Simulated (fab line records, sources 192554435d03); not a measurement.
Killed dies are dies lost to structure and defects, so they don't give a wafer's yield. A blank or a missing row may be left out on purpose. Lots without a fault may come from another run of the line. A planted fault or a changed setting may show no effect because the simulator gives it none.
Split-lot experiment | flow n5_finfet | 7 lots, 21 wafers read, on a route of 1938 steps

THE SPLIT
At N5_PASSIVATION_EXPOSE_27 (exposes mask PAD, defocus 0 nm), the setting dose_mj was moved away from the recipe's 32.3 on 4 of the 21 wafers read, by -6.8% to +2.5%. The other wafers ran this setting at the recipe's value.

FROM THE SPLIT TO THE READING: what the file shows between them, 3 steps
- N5_PASSIVATION_PEB_28
- N5_PASSIVATION_DEVELOP_29: develop time 60 s
- N5_PASSIVATION_HARDBAKE_31: time 120 s

THE READING
cd_nm, in nm, at N5_PASSIVATION_CD_MEAS_30 (target cd 4000 nm). Fault-free wafers of this fab line usually give 3999.9 nm, standard deviation 2.1 nm.

wafer  | tool, chamber at the split | dose_mj as run | against the recipe | cd_nm, nm | against lot-mates on the recipe
L075.2 | krf_scanner-02, 0          | 32.3           | recipe             | 3997.0    | -
L075.4 | krf_scanner-02, 0          | 32.3           | recipe             | 3997.8    | -
L075.6 | krf_scanner-02, 0          | 33.12          | +2.5%              | 4004.6    | +7.2
L078.2 | krf_scanner-02, 0          | 32.3           | recipe             | 4000.7    | -
L078.4 | krf_scanner-02, 0          | 32.3           | recipe             | 3997.0    | -
L078.6 | krf_scanner-02, 0          | 32.3           | recipe             | 3998.3    | -
L080.3 | krf_scanner-01, 0          | 32.3           | recipe             | 4000.7    | -
L080.4 | krf_scanner-01, 0          | 32.3           | recipe             | 3998.3    | -
L080.6 | krf_scanner-01, 0          | 32.3           | recipe             | 3998.5    | -
L076.3 | krf_scanner-02, 0          | 32.3           | recipe             | 4000.1    | -
L076.4 | krf_scanner-02, 0          | 31             | -4.0%              | 3997.0    | -4.0
L076.6 | krf_scanner-02, 0          | 32.3           | recipe             | 4001.9    | -
L090.2 | krf_scanner-02, 0          | 30.11          | -6.8%              | 3986.5    | -11.4
L090.3 | krf_scanner-02, 0          | 32.3           | recipe             | 3997.9    | -
L090.6 | krf_scanner-02, 0          | 30.11          | -6.8%              | 3986.3    | -11.6
L091.2 | krf_scanner-02, 0          | 32.3           | recipe             | 3999.0    | -
L091.3 | krf_scanner-02, 0          | 32.3           | recipe             | 3996.8    | -
L091.5 | krf_scanner-02, 0          | 32.3           | recipe             | 3994.4    | -
L088.2 | krf_scanner-02, 0          | 32.3           | recipe             | 3998.8    | -
L088.5 | krf_scanner-02, 0          | 32.3           | recipe             | 3998.4    | -
L088.6 | krf_scanner-02, 0          | 32.3           | recipe             | 3998.2    | -

THE FIT
A straight line over all 21 wafers: cd_nm changes by +1.65 nm for each +1% of dose_mj; r = +0.88; the points scatter about the line by 2.1 nm.
The same after taking each lot's own level away (the mean of its wafers on the recipe; 21 wafers): +1.7 nm for each +1%; r = +0.94; scatter 1.4 nm.
On that fit, the largest move of dose_mj shifts the reading by 12 nm.
The lots' own levels span 3996.73 to 4001.00 nm, that is 2.0 times the standard deviation above.
So the lot-to-lot level changes the slope little: the two slopes agree.
Check: with one of the wafers moved furthest among these (-6.8%) left out of the fit, the line predicts -11.1 nm for it against its lot-mates. It came out at -11.4 nm against them.

OTHER SPLITS ON THESE WAFERS
These wafers also went through other splits before the reading. Each is held against what the fit with the lots' levels taken away leaves over:
other split on the same wafers     | wafers away from the commonest value | r with cd_nm (lot level and that fit taken away)
N5_MIM_TOP_LITHO_EXPOSE_05 dose_mj | 5                                    | -0.01

THE FILE'S OWN FIT
cd_nm changes by +1.64 nm for each +1% of dose_mj, r = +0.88.
